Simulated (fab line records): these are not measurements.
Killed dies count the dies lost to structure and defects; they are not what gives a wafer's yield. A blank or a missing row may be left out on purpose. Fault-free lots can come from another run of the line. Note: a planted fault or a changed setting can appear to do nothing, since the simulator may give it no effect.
Which tool did it? | flow n5-finfet | Sampling: 24 lots, 72 wafers, 6 of 1938 route steps

== WHAT THE GAUGES SHOWED, per wafer ==
Not one reading of a measure or inspect step in the record can be checked against a usual standard deviation.

== WHAT TOOL EACH LOT RAN ON (gives the tool, then ch and the chambers of the sampled wafers, and finally the start) ==
lot  | N5_BEOL_M1_VIA_ETCH_34             | N5_BEOL_M1_SPUTTER_81        | N5_BEOL_M1_SPUTTER_90        | N5_BEOL_M1_SPUTTER_92        | N5_BEOL_M1_SPUTTER_96        | N5_BEOL_M1_CO_CAP_55
L075 | rie-diel-05 ch 0,3, day 7 01:58    | pvd-sputter-03, day 7 03:46  | pvd-sputter-03, day 7 04:26  | pvd-sputter-03, day 7 04:39  | pvd-sputter-03, day 7 05:05  | cvd-co-02 ch 1,2, day 7 05:58
L074 | rie-diel-05 ch 1,2,3, day 7 03:05  | pvd-sputter-01, day 7 05:42  | pvd-sputter-01, day 7 06:22  | pvd-sputter-01, day 7 06:35  | pvd-sputter-01, day 7 07:01  | cvd-co-01 ch 0,1,2, day 7 07:53
L076 | rie-diel-05 ch 2,3, day 7 05:00    | pvd-sputter-03, day 7 06:44  | pvd-sputter-03, day 7 07:24  | pvd-sputter-03, day 7 07:37  | pvd-sputter-03, day 7 08:04  | cvd-co-01 ch 0,1,2, day 7 08:55
L077 | rie-diel-06 ch 2,3, day 7 05:01    | pvd-sputter-02, day 7 06:49  | pvd-sputter-02, day 7 07:29  | pvd-sputter-02, day 7 07:42  | pvd-sputter-02, day 7 08:08  | cvd-co-02 ch 0,2, day 7 09:00
L078 | rie-diel-05 ch 1,2,3, day 7 08:13  | pvd-sputter-02, day 7 10:18  | pvd-sputter-02, day 7 10:58  | pvd-sputter-02, day 7 11:11  | pvd-sputter-02, day 7 11:37  | cvd-co-01 ch 0,1,2, day 7 12:54
L079 | rie-diel-02 ch 0,1,2, day 7 20:29  | pvd-sputter-03, day 7 22:40  | pvd-sputter-03, day 7 23:20  | pvd-sputter-03, day 7 23:33  | pvd-sputter-03, day 7 23:59  | cvd-co-01 ch 1,2, day 8 00:51
L080 | rie-diel-06 ch 1,2,3, day 7 20:32  | pvd-sputter-01, day 7 23:18  | pvd-sputter-01, day 7 23:58  | pvd-sputter-01, day 8 00:11  | pvd-sputter-01, day 8 00:37  | cvd-co-01 ch 0,1,2, day 8 01:30
L081 | rie-diel-06 ch 0,2,3, day 7 23:53  | pvd-sputter-02, day 8 01:56  | pvd-sputter-02, day 8 02:35  | pvd-sputter-02, day 8 02:49  | pvd-sputter-02, day 8 03:15  | cvd-co-01 ch 1,2, day 8 04:07
L082 | rie-diel-02 ch 0,1,2, day 8 03:24  | pvd-sputter-03, day 8 05:27  | pvd-sputter-03, day 8 06:07  | pvd-sputter-03, day 8 06:20  | pvd-sputter-03, day 8 06:46  | cvd-co-01 ch 0,1,2, day 8 07:38
L083 | rie-diel-06 ch 1,3, day 8 12:51    | pvd-sputter-02, day 8 15:07  | pvd-sputter-02, day 8 15:46  | pvd-sputter-02, day 8 15:59  | pvd-sputter-02, day 8 16:26  | cvd-co-01 ch 1,2, day 8 17:40
L084 | rie-diel-06 ch 0,1, day 8 20:39    | pvd-sputter-01, day 8 22:43  | pvd-sputter-01, day 8 23:22  | pvd-sputter-01, day 8 23:35  | pvd-sputter-01, day 9 00:02  | cvd-co-02 ch 1,2, day 9 01:02
L085 | rie-diel-06 ch 1,3, day 9 04:54    | pvd-sputter-01, day 9 07:00  | pvd-sputter-01, day 9 07:40  | pvd-sputter-01, day 9 07:53  | pvd-sputter-01, day 9 08:19  | cvd-co-01 ch 0,1,2, day 9 09:13
L086 | rie-diel-05 ch 0,1,3, day 9 12:35  | pvd-sputter-01, day 9 16:04  | pvd-sputter-01, day 9 16:44  | pvd-sputter-01, day 9 16:57  | pvd-sputter-01, day 9 17:23  | cvd-co-02 ch 0,1, day 9 18:16
L088 | rie-diel-02 ch 1,3, day 10 10:08   | pvd-sputter-01, day 10 12:07 | pvd-sputter-01, day 10 12:47 | pvd-sputter-01, day 10 13:00 | pvd-sputter-01, day 10 13:26 | cvd-co-02 ch 0,1,2, day 10 14:28
L087 | rie-diel-05 ch 0,1,2, day 10 19:32 | pvd-sputter-03, day 10 21:14 | pvd-sputter-03, day 10 21:54 | pvd-sputter-03, day 10 22:07 | pvd-sputter-03, day 10 22:34 | cvd-co-02 ch 1,2, day 10 23:26
L089 | rie-diel-02 ch 2,3, day 10 23:45   | pvd-sputter-03, day 11 01:48 | pvd-sputter-03, day 11 02:28 | pvd-sputter-03, day 11 02:41 | pvd-sputter-03, day 11 03:07 | cvd-co-01 ch 0,2, day 11 03:59
L090 | rie-diel-05 ch 0,1, day 10 23:52   | pvd-sputter-01, day 11 01:54 | pvd-sputter-01, day 11 02:34 | pvd-sputter-01, day 11 02:47 | pvd-sputter-01, day 11 03:13 | cvd-co-01 ch 0,1,2, day 11 04:08
L091 | rie-diel-05 ch 0,1,2, day 11 00:57 | pvd-sputter-01, day 11 04:14 | pvd-sputter-01, day 11 04:53 | pvd-sputter-01, day 11 05:07 | pvd-sputter-01, day 11 05:33 | cvd-co-01 ch 0,1, day 11 06:25
L093 | rie-diel-06 ch 0,1,3, day 11 10:11 | pvd-sputter-01, day 11 11:53 | pvd-sputter-01, day 11 12:33 | pvd-sputter-01, day 11 12:46 | pvd-sputter-01, day 11 13:13 | cvd-co-02 ch 0,2, day 11 14:13
L095 | rie-diel-02 ch 0,1,3, day 11 10:19 | pvd-sputter-02, day 11 12:10 | pvd-sputter-02, day 11 12:49 | pvd-sputter-02, day 11 13:02 | pvd-sputter-02, day 11 13:29 | cvd-co-02 ch 1,2, day 11 14:21
L092 | rie-diel-02 ch 0,1,3, day 11 10:40 | pvd-sputter-02, day 11 14:00 | pvd-sputter-02, day 11 14:40 | pvd-sputter-02, day 11 14:53 | pvd-sputter-02, day 11 15:19 | cvd-co-01 ch 0,1,2, day 11 16:14
L094 | rie-diel-05 ch 0,1,3, day 11 21:37 | pvd-sputter-03, day 12 00:44 | pvd-sputter-03, day 12 01:23 | pvd-sputter-03, day 12 01:37 | pvd-sputter-03, day 12 02:03 | cvd-co-02 ch 0,1,2, day 12 02:55
L096 | rie-diel-02 ch 0,1, day 12 03:23   | pvd-sputter-01, day 12 05:25 | pvd-sputter-01, day 12 06:05 | pvd-sputter-01, day 12 06:18 | pvd-sputter-01, day 12 06:44 | cvd-co-02 ch 0,1,2, day 12 08:18
L097 | rie-diel-02 ch 1,3, day 12 10:50   | pvd-sputter-02, day 12 12:51 | pvd-sputter-02, day 12 13:31 | pvd-sputter-02, day 12 13:44 | pvd-sputter-02, day 12 14:10 | cvd-co-02 ch 0,2, day 12 15:02
- N5_BEOL_M1_VIA_ETCH_34: etches the open film in C4F6/O2, target depth 67.8 nm, time 64.4 s.
- N5_BEOL_M1_SPUTTER_81: material Cu, target thk 4.5 nm, time 8.29 s.
- N5_BEOL_M1_SPUTTER_90: material Cu, target thk 4.5 nm, time 8.29 s.
- N5_BEOL_M1_SPUTTER_92: material Cu, target thk 4.5 nm, time 8.29 s.
- N5_BEOL_M1_SPUTTER_96: material Cu, target thk 4.5 nm, time 8.29 s.
- N5_BEOL_M1_CO_CAP_55: material Co, precursor CCTBA/H2, target thk 2 nm, time 102.1 s.

== WHAT THE TOOLS THEMSELVES READ (means of the sampled wafers that have a number; where no wafer has one, the mark that the record gives instead) ==
N5_BEOL_M1_VIA_ETCH_34.
lot  | tool        | drypump-motor-current-A (A) | oes-product-au (a.u.) | rf-vpp-V (V) | showerhead-plenum-p-Torr (Torr) | throttle-valve-pct (%)
L075 | rie-diel-05 | 5.2                         | 0.79                  | 654          | 2.80                            | 30.8
L074 | rie-diel-05 | 5.6                         | 0.76                  | 674          | 2.87                            | 30.6
L076 | rie-diel-05 | 5.8                         | 0.80                  | 681          | 2.86                            | 30.7
L077 | rie-diel-06 | 5.6                         | 0.73                  | 664          | 2.95                            | 30.8
L078 | rie-diel-05 | 5.6                         | 0.76                  | 674          | 2.87                            | 30.7
L079 | rie-diel-02 | 5.6                         | 0.77                  | 662          | 2.85                            | 30.7
L080 | rie-diel-06 | 5.9                         | 0.72                  | 667          | 2.90                            | 30.8
L081 | rie-diel-06 | 5.5                         | 0.75                  | 671          | 2.89                            | 31.0
L082 | rie-diel-02 | 5.6                         | 0.77                  | 663          | 2.85                            | 30.7
L083 | rie-diel-06 | 6.2                         | 0.69                  | 672          | 2.83                            | 30.6
L084 | rie-diel-06 | 6.1                         | 0.72                  | 679          | 2.78                            | 30.8
L085 | rie-diel-06 | 5.9                         | 0.70                  | 667          | 2.88                            | 30.7
L086 | rie-diel-05 | 5.3                         | 0.74                  | 661          | 2.84                            | 30.7
L088 | rie-diel-02 | 5.6                         | 0.86                  | 652          | 2.76                            | 30.5
L087 | rie-diel-05 | 5.7                         | 0.79                  | 667          | 2.85                            | 30.5
L089 | rie-diel-02 | 5.7                         | 0.86                  | 660          | 2.78                            | 30.4
L090 | rie-diel-05 | 5.5                         | 0.75                  | 660          | 2.86                            | 30.5
L091 | rie-diel-05 | 5.7                         | 0.79                  | 667          | 2.85                            | 30.5
L093 | rie-diel-06 | 5.8                         | 0.72                  | 674          | 2.82                            | 30.8
L095 | rie-diel-02 | 5.4                         | 0.81                  | 661          | 2.82                            | 30.7
L092 | rie-diel-02 | 5.4                         | 0.80                  | 661          | 2.82                            | 30.7
L094 | rie-diel-05 | 5.3                         | 0.82                  | 660          | 2.83                            | 30.7
L096 | rie-diel-02 | 5.3                         | 0.72                  | 666          | 2.89                            | 31.0
L097 | rie-diel-02 | 5.6                         | 0.86                  | 656          | 2.76                            | 30.5

N5_BEOL_M1_SPUTTER_81.
lot  | tool           | chuck-gas-flow-sccm (sccm) | throttle-valve-pct (%)
L075 | pvd-sputter-03 | 1.25                       | 29.6
L074 | pvd-sputter-01 | 1.24                       | 31.4
L076 | pvd-sputter-03 | 1.25                       | 30.1
L077 | pvd-sputter-02 | 1.23                       | 29.8
L078 | pvd-sputter-02 | 1.29                       | 29.3
L079 | pvd-sputter-03 | 1.28                       | 29.7
L080 | pvd-sputter-01 | 1.24                       | 31.0
L081 | pvd-sputter-02 | 1.22                       | 30.3
L082 | pvd-sputter-03 | 1.33                       | 30.2
L083 | pvd-sputter-02 | 1.27                       | 29.9
L084 | pvd-sputter-01 | 1.24                       | 30.7
L085 | pvd-sputter-01 | 1.27                       | 30.1
L086 | pvd-sputter-01 | 1.22                       | 31.6
L088 | pvd-sputter-01 | 1.33                       | 31.8
L087 | pvd-sputter-03 | 1.28                       | 28.9
L089 | pvd-sputter-03 | 1.26                       | 29.8
L090 | pvd-sputter-01 | 1.27                       | 32.0
L091 | pvd-sputter-01 | 1.30                       | 31.1
L093 | pvd-sputter-01 | 1.25                       | 31.7
L095 | pvd-sputter-02 | 1.34                       | 30.4
L092 | pvd-sputter-02 | 1.31                       | 29.5
L094 | pvd-sputter-03 | 1.27                       | 30.2
L096 | pvd-sputter-01 | 1.27                       | 30.7
L097 | pvd-sputter-02 | 1.31                       | 29.3

N5_BEOL_M1_SPUTTER_90.
lot  | tool           | chuck-gas-flow-sccm (sccm) | throttle-valve-pct (%)
L075 | pvd-sputter-03 | 1.28                       | 29.6
L074 | pvd-sputter-01 | 1.22                       | 31.3
L076 | pvd-sputter-03 | 1.28                       | 30.1
L077 | pvd-sputter-02 | 1.25                       | 29.7
L078 | pvd-sputter-02 | 1.22                       | 29.4
L079 | pvd-sputter-03 | 1.25                       | 29.6
L080 | pvd-sputter-01 | 1.27                       | 30.8
L081 | pvd-sputter-02 | 1.27                       | 30.2
L082 | pvd-sputter-03 | 1.26                       | 30.2
L083 | pvd-sputter-02 | 1.26                       | 30.1
L084 | pvd-sputter-01 | 1.25                       | 30.6
L085 | pvd-sputter-01 | 1.26                       | 30.0
L086 | pvd-sputter-01 | 1.28                       | 31.5
L088 | pvd-sputter-01 | 1.32                       | 31.9
L087 | pvd-sputter-03 | 1.30                       | 29.2
L089 | pvd-sputter-03 | 1.28                       | 29.8
L090 | pvd-sputter-01 | 1.28                       | 32.0
L091 | pvd-sputter-01 | 1.20                       | 31.1
L093 | pvd-sputter-01 | 1.26                       | 31.7
L095 | pvd-sputter-02 | 1.27                       | 30.6
L092 | pvd-sputter-02 | 1.32                       | 29.4
L094 | pvd-sputter-03 | 1.28                       | 30.1
L096 | pvd-sputter-01 | 1.27                       | 30.7
L097 | pvd-sputter-02 | 1.28                       | 29.2

N5_BEOL_M1_SPUTTER_92.
lot  | tool           | chuck-gas-flow-sccm (sccm) | throttle-valve-pct (%)
L075 | pvd-sputter-03 | 1.25                       | 29.5
L074 | pvd-sputter-01 | 1.18                       | 31.2
L076 | pvd-sputter-03 | 1.26                       | 30.0
L077 | pvd-sputter-02 | 1.26                       | 29.7
L078 | pvd-sputter-02 | 1.31                       | 29.4
L079 | pvd-sputter-03 | 1.29                       | 29.6
L080 | pvd-sputter-01 | 1.28                       | 30.8
L081 | pvd-sputter-02 | 1.26                       | 30.2
L082 | pvd-sputter-03 | 1.24                       | 30.2
L083 | pvd-sputter-02 | 1.28                       | 29.9
L084 | pvd-sputter-01 | 1.17                       | 30.7
L085 | pvd-sputter-01 | 1.25                       | 30.0
L086 | pvd-sputter-01 | 1.31                       | 31.5
L088 | pvd-sputter-01 | 1.30                       | 32.0
L087 | pvd-sputter-03 | 1.31                       | 29.0
L089 | pvd-sputter-03 | 1.30                       | 29.7
L090 | pvd-sputter-01 | 1.27                       | 32.0
L091 | pvd-sputter-01 | 1.24                       | 31.3
L093 | pvd-sputter-01 | 1.32                       | 31.8
L095 | pvd-sputter-02 | 1.28                       | 30.7
L092 | pvd-sputter-02 | 1.26                       | 29.5
L094 | pvd-sputter-03 | 1.21                       | 30.1
L096 | pvd-sputter-01 | 1.27                       | 30.5
L097 | pvd-sputter-02 | 1.24                       | 29.3

N5_BEOL_M1_SPUTTER_96.
lot  | tool           | chuck-gas-flow-sccm (sccm) | throttle-valve-pct (%)
L075 | pvd-sputter-03 | 1.30                       | 29.4
L074 | pvd-sputter-01 | 1.29                       | 31.3
L076 | pvd-sputter-03 | 1.31                       | 30.0
L077 | pvd-sputter-02 | 1.30                       | 29.8
L078 | pvd-sputter-02 | 1.28                       | 29.2
L079 | pvd-sputter-03 | 1.23                       | 29.7
L080 | pvd-sputter-01 | 1.28                       | 30.9
L081 | pvd-sputter-02 | 1.29                       | 30.2
L082 | pvd-sputter-03 | 1.24                       | 30.2
L083 | pvd-sputter-02 | 1.31                       | 30.0
L084 | pvd-sputter-01 | 1.21                       | 30.7
L085 | pvd-sputter-01 | 1.29                       | 30.2
L086 | pvd-sputter-01 | 1.24                       | 31.5
L088 | pvd-sputter-01 | 1.31                       | 31.9
L087 | pvd-sputter-03 | 1.29                       | 29.1
L089 | pvd-sputter-03 | 1.21                       | 29.7
L090 | pvd-sputter-01 | 1.34                       | 32.0
L091 | pvd-sputter-01 | 1.26                       | 31.3
L093 | pvd-sputter-01 | 1.23                       | 31.9
L095 | pvd-sputter-02 | 1.26                       | 30.6
L092 | pvd-sputter-02 | 1.30                       | 29.4
L094 | pvd-sputter-03 | 1.26                       | 30.1
L096 | pvd-sputter-01 | 1.24                       | 30.8
L097 | pvd-sputter-02 | 1.32                       | 29.3

N5_BEOL_M1_CO_CAP_55.
lot  | tool      | heater-power-w (W)
L075 | cvd-co-02 | 241
L074 | cvd-co-01 | 242
L076 | cvd-co-01 | 242
L077 | cvd-co-02 | 195
L078 | cvd-co-01 | 241
L079 | cvd-co-01 | 257
L080 | cvd-co-01 | 244
L081 | cvd-co-01 | 244
L082 | cvd-co-01 | 240
L083 | cvd-co-01 | 263
L084 | cvd-co-02 | 254
L085 | cvd-co-01 | 243
L086 | cvd-co-02 | 213
L088 | cvd-co-02 | 229
L087 | cvd-co-02 | 241
L089 | cvd-co-01 | 258
L090 | cvd-co-01 | 243
L091 | cvd-co-01 | 224
L093 | cvd-co-02 | 198
L095 | cvd-co-02 | 255
L092 | cvd-co-01 | 244
L094 | cvd-co-02 | 226
L096 | cvd-co-02 | 225
L097 | cvd-co-02 | 200

== THE ANSWER, worked out from the rows above alone ==
Rule: the usual values come from the lots themselves. Put in order of their means at a reading, lots are off if they are a third of the lots or fewer, leave a main group of 4 or more, and stand apart from it by a gap of 3 or more times the standard deviation of the main group's means; of several such gaps the widest counts. Not used: any main group whose means are identical at the precision the tables above print for the reading. Also off: a lot with no number at a reading for which 4 or more lots have one. The other lots that the step has rows for count as sound. After the gauges, taken in route order, come the tools' own readings; for these a lot's mean is taken, as printed above. At the first step where some lot is off, the reading lying furthest off is the one used; lots without a number count as furthest.
Across all readings shown, no lot is off: no conclusion can be drawn from this.

== WHAT THE SIMULATOR HAD PUT IN ==
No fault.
